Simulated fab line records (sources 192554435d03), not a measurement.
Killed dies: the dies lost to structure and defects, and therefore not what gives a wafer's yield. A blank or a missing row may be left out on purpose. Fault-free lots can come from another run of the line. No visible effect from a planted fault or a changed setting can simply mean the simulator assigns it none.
3 desks, one fault :: flow n5Finfet :: what lay behind the numbers comes last; until then each desk has only its own

THE DEFECT DESK
What the inspections along the route counted, lot by lot: means of the sampled wafers that have a number. Marked OUT: a lot whose mean sits more than 4 standard deviations from the usual mean, which makes it out of limits; the brackets give that distance.
Columns: A = rawDefectCount at N5_BEOL_M1_INSPECT_30, usual 388
lot: L442
first seen here: day 6 11:38
A: 536

lot: L453
first seen here: day 9 06:36
A: 399

lot: L457
first seen here: day 10 02:39
A: 358

lot: L463
first seen here: day 11 18:34
A: 331

lot: L464
first seen here: day 12 03:53
A: 300
This desk found nothing out of limits on any of the 5 lots.

THE TOOL OWNER'S DESK: rieDiel-06
The tool's own readings at N5_BEOL_M1_ETCH_70 (etches SOC in N2/H2, target depth 80 nm, overetch 16 nm, time 120 s): means of the sampled wafers that have a number, for each lot that ran on this tool. Marked OUT: a lot whose mean sits more than 4 standard deviations from the usual mean, which makes it out of limits; the brackets give that distance.
Columns: A = chamberPressureMTorr at N5_BEOL_M1_ETCH_70, usual 30.002 mTorr; B = drypumpMotorCurrentA at N5_BEOL_M1_ETCH_70, usual 5.9 A; C = h2FlowSccm at N5_BEOL_M1_ETCH_70, usual 199.9 sccm; D = oesProductAu at N5_BEOL_M1_ETCH_70, usual 0.62 a.u.; E = rfVppV at N5_BEOL_M1_ETCH_70, usual 523.3 V; F = showerheadPlenumPTorr at N5_BEOL_M1_ETCH_70, usual 2.52 Torr; G = throttleValvePct at N5_BEOL_M1_ETCH_70, usual 17.85 %
lot: L453
first seen here: day 9 13:00
A: 30.007
B: 5.2
C: 199.9
D: 0.58
E: 523.2
F: 2.51
G: 17.93

lot: L457
first seen here: day 10 05:02
A: 29.990
B: 5.5
C: 199.8
D: 0.56
E: 525.0
F: 2.58
G: 18.05
This desk found nothing out of limits on any of the 2 lots.

METROLOGY DESK
What the gauges read, lot by lot, whatever tool the lot ran on: means of the sampled wafers that have a number. Marked OUT: a lot whose mean sits more than 4 standard deviations from the usual mean, which makes it out of limits; the brackets give that distance. Of its 12 readings 7 are shown: those that lie furthest out on some lot.
Columns: A = V0_OVL at N5_BEOL_M1_OVL_MEAS_29, usual 0.0 nm; B = DIBL_N at N5_BEOL_M4_RC_MEAS_101, usual 36.1 mV/V; C = IOFF_N at N5_BEOL_M4_RC_MEAS_101, usual 0.157 nA/um; D = ION_N at N5_BEOL_M4_RC_MEAS_101, usual 677 uA/um; E = ION_P at N5_BEOL_M4_RC_MEAS_101, usual 465 uA/um; F = SS_N at N5_BEOL_M4_RC_MEAS_101, usual 71.3 mV/dec; G = VT_N at N5_BEOL_M4_RC_MEAS_101, usual 249 mV
lot: L442
first seen here: day 6 11:33
A: 1.2
B: 36.9
C: 0.152
D: 670
E: 460
F: 71.2
G: 252

lot: L453
first seen here: day 9 06:31
A: 0.5
B: 36.4
C: 0.168
D: 691
E: 478
F: 71.7
G: 247

lot: L457
first seen here: day 10 02:34
A: -0.2
B: 34.1
C: 0.116
D: 657
E: 458
F: 70.5
G: 254

lot: L463
first seen here: day 11 18:28
A: 0.6
B: 36.9
C: 0.183
D: 696
E: 472
F: 71.4
G: 245

lot: L464
first seen here: day 12 03:48
A: -1.5
B: 37.1
C: 0.166
D: 681
E: 469
F: 71.7
G: 250
This desk found nothing out of limits on any of the 5 lots.

ALL TOGETHER
Nothing the defect desk looked at was out of limits.
The tool owner's desk saw nothing out of limits.
The metrology desk saw nothing out of limits.

WHAT WAS PUT IN BY THE SIMULATOR
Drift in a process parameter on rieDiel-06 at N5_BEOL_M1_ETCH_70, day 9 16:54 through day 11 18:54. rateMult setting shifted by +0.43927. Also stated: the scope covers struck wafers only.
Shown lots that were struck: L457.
